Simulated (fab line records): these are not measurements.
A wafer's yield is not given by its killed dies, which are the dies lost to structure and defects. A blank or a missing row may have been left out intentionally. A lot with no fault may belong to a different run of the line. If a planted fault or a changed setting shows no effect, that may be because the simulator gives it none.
Matching of chambers :: flow n5 finfet :: 4 sister chambers for N5_GATE_CUT_CMP_61 on cmp-03
The step polishes, stops on SiNx, t overpolish 3 s. 4 wafers are shown with their chamber, then 9 later ones without.

## WAFERS PAIRED WITH THEIR CHAMBERS
wafer: L087.3
chamber: 0
motor current A (A): 11.5

wafer: L091.1
chamber: 1
motor current A (A): 10.4

wafer: L092.4
chamber: 2
motor current A (A): 12.2

wafer: L092.5
chamber: 3
motor current A (A): 14.9

## WAFERS WITH NO CHAMBER GIVEN
wafer: L094.2
motor current A (A): 12.7

wafer: L094.4
motor current A (A): 10.7

wafer: L094.6
motor current A (A): 10.3

wafer: L095.1
motor current A (A): 11.1

wafer: L095.2
motor current A (A): 14.0

wafer: L095.4
motor current A (A): 10.6

wafer: L096.1
motor current A (A): 13.6

wafer: L096.5
motor current A (A): 13.8

wafer: L096.6
motor current A (A): 10.9

## CHAMBER TAKEN BY EACH
wafer: L094.2
from the rows above: can't be placed: 2 or 0
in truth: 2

wafer: L094.4
from the rows above: can't be placed: 1 or 0 or 2
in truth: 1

wafer: L094.6
from the rows above: can't be placed: 1 or 0
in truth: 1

wafer: L095.1
from the rows above: can't be placed: 0 or 1 or 2
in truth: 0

wafer: L095.2
from the rows above: can't be placed: 3 or 2
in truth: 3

wafer: L095.4
from the rows above: can't be placed: 1 or 0 or 2
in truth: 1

wafer: L096.1
from the rows above: can't be placed: 3 or 2 or 0
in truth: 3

wafer: L096.5
from the rows above: can't be placed: 3 or 2 or 0
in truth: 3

wafer: L096.6
from the rows above: can't be placed: 1 or 0 or 2
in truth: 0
0 of 9 placed correctly. Unplaceable from these rows: 9, with the true chamber sitting among the candidates in 9. Placed wrongly: 0.
How it was worked out, from the rows above alone: a wafer's distance from a chamber is the root of the sum, over the readings, of the square of ((its reading less the chamber's mean) divided by the reading's scatter). If the next closest chamber is less than 2 further off than the closest, the wafer can't be placed; otherwise it belongs to the closest. The mean given for a chamber averages the wafers shown for that chamber. The scatter: root of mean squared gap, hidden wafer to nearest shown wafer, with one shown wafer a chamber.
